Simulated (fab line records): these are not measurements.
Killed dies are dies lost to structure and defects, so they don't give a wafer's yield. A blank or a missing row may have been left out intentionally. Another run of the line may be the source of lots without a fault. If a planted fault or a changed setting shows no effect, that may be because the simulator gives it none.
Chamber matching / flow nand_harc / 3 sister chambers for NHARC_A_STAIRCASE_DEP_301 on pecvd-04
The step deposits SiON, target thk 30 nm. 16 wafers are shown with their chamber, then 8 later ones without.

== WAFERS WITH THEIR CHAMBER ==
wafer=L075.1; chamber=0; heater_power_w (W)=545
wafer=L075.2; chamber=1; heater_power_w (W)=543
wafer=L075.5; chamber=0; heater_power_w (W)=565
wafer=L078.1; chamber=0; heater_power_w (W)=662
wafer=L078.2; chamber=1; heater_power_w (W)=546
wafer=L078.5; chamber=1; heater_power_w (W)=541
wafer=L079.2; chamber=1; heater_power_w (W)=633
wafer=L079.5; chamber=1; heater_power_w (W)=626
wafer=L079.6; chamber=0; heater_power_w (W)=679
wafer=L081.1; chamber=1; heater_power_w (W)=625
wafer=L081.2; chamber=0; heater_power_w (W)=598
wafer=L081.4; chamber=1; heater_power_w (W)=621
wafer=L085.1; chamber=1; heater_power_w (W)=588
wafer=L085.2; chamber=0; heater_power_w (W)=679
wafer=L085.6; chamber=2; heater_power_w (W)=762
wafer=L088.1; chamber=1; heater_power_w (W)=641

SIGNATURES, as means of the wafers listed above
reading=heater_power_w; chamber 0=621.33; chamber 1=596.00; chamber 2=762.00; scatter within a chamber=49.6
Rule: for a wafer and a chamber, the distance is found by dividing, reading by reading, the gap between the wafer's reading and the chamber's mean by the reading's scatter, squaring, summing and taking the root. The wafer belongs to the nearest chamber; if the next one is less than 2 further off, it can't be placed. The scatter is the square root of a quotient: the sum, over the shown wafers, of each reading's squared deviation from its chamber's mean, divided by wafers minus chambers.

== WAFERS MISSING THEIR CHAMBER ==
wafer=L088.3; heater_power_w (W)=667
wafer=L088.6; heater_power_w (W)=651
wafer=L087.1; heater_power_w (W)=567
wafer=L087.3; heater_power_w (W)=789
wafer=L087.5; heater_power_w (W)=758
wafer=L097.2; heater_power_w (W)=640
wafer=L097.4; heater_power_w (W)=661
wafer=L097.5; heater_power_w (W)=695

== WHICH CHAMBER EACH WENT THROUGH ==
wafer=L088.3; from the rows above=can't be placed: 0 or 1 or 2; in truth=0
wafer=L088.6; from the rows above=can't be placed: 0 or 1 or 2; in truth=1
wafer=L087.1; from the rows above=can't be placed: 1 or 0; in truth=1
wafer=L087.3; from the rows above=2; in truth=2
wafer=L087.5; from the rows above=2; in truth=2
wafer=L097.2; from the rows above=can't be placed: 0 or 1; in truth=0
wafer=L097.4; from the rows above=can't be placed: 0 or 1 or 2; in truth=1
wafer=L097.5; from the rows above=can't be placed: 2 or 0 or 1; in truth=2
Correct placement for 2 of the 8. Can't be placed from these rows: 6 (the true chamber is among the candidates in 6). Number placed wrongly: 0.
